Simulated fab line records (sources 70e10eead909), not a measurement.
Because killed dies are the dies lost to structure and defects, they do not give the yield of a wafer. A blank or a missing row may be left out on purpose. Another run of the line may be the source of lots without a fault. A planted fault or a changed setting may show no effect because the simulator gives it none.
Chamber matching    flow nand harc    NHARC_A_M0_CMP_23 on cmp-03: 4 sister chambers
The step polishes, t overpolish 20 s, target thk 113.75 nm. 16 wafers are shown with their chamber, then 8 later ones without.

## EACH WAFER AND ITS CHAMBER
wafer   chamber  motor current A (A)  time to endpoint s (s)  retaining ring pressure frac
L082.2  0        11.1                 31                      0.999
L082.5  1        11.8                 30                      1.004
L082.6  0        11.0                 33                      0.992
L080.1  0        11.0                 32                      1.001
L080.4  3        12.1                 31                      1.007
L080.5  2        13.1                 29                      0.993
L086.2  0        10.4                 27                      0.996
L086.3  3        12.2                 31                      0.999
L086.5  0        11.0                 30                      0.998
L083.4  2        13.6                 25                      0.997
L083.5  2        14.1                 26                      1.005
L083.6  1        12.5                 27                      0.989
L090.4  0        11.1                 32                      0.995
L090.5  2        13.5                 28                      1.001
L090.6  1        12.3                 30                      1.007
L092.4  3        11.7                 29                      0.997

SIGNATURES (averages over the wafers above)
reading                       chamber 0  chamber 1  chamber 2  chamber 3  scatter within a chamber
motor current A               10.933     12.200     13.575     12.000     0.324
time to endpoint s            30.83      29.00      27.00      30.33      1.86
retaining ring pressure frac  0.99683    1.00000    0.99900    1.00100    0.00557
Rule: distance of a wafer from a chamber = root of the sum over the readings of ((wafer's reading minus chamber's mean) / reading's scatter) squared. The wafer belongs to the nearest chamber; if the next one is less than 2 further off, it can't be placed. The scatter is the square root of a quotient: the sum, over the shown wafers, of each reading's squared deviation from its chamber's mean, divided by wafers minus chambers.

## WAFERS WHOSE CHAMBER IS MISSING
wafer   motor current A (A)  time to endpoint s (s)  retaining ring pressure frac
L092.5  11.2                 30                      1.003
L092.6  12.2                 27                      0.996
L091.2  11.0                 31                      1.001
L091.4  11.8                 28                      0.992
L091.5  11.3                 31                      0.988
L097.1  11.7                 30                      1.001
L097.4  12.7                 26                      1.005
L097.5  14.1                 27                      0.998

## CHAMBER TAKEN BY EACH
wafer   from the rows above           in truth
L092.5  can't be placed: 0 or 3 or 1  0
L092.6  can't be placed: 1 or 3       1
L091.2  0                             0
L091.4  can't be placed: 1 or 3 or 0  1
L091.5  can't be placed: 0 or 3 or 1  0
L097.1  can't be placed: 3 or 1 or 0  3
L097.4  can't be placed: 1 or 2 or 3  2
L097.5  2                             2
Correctly placed: 2 of 8. Unplaceable from these rows: 6, with the true chamber sitting among the candidates in 6. Wrongly placed: 0.
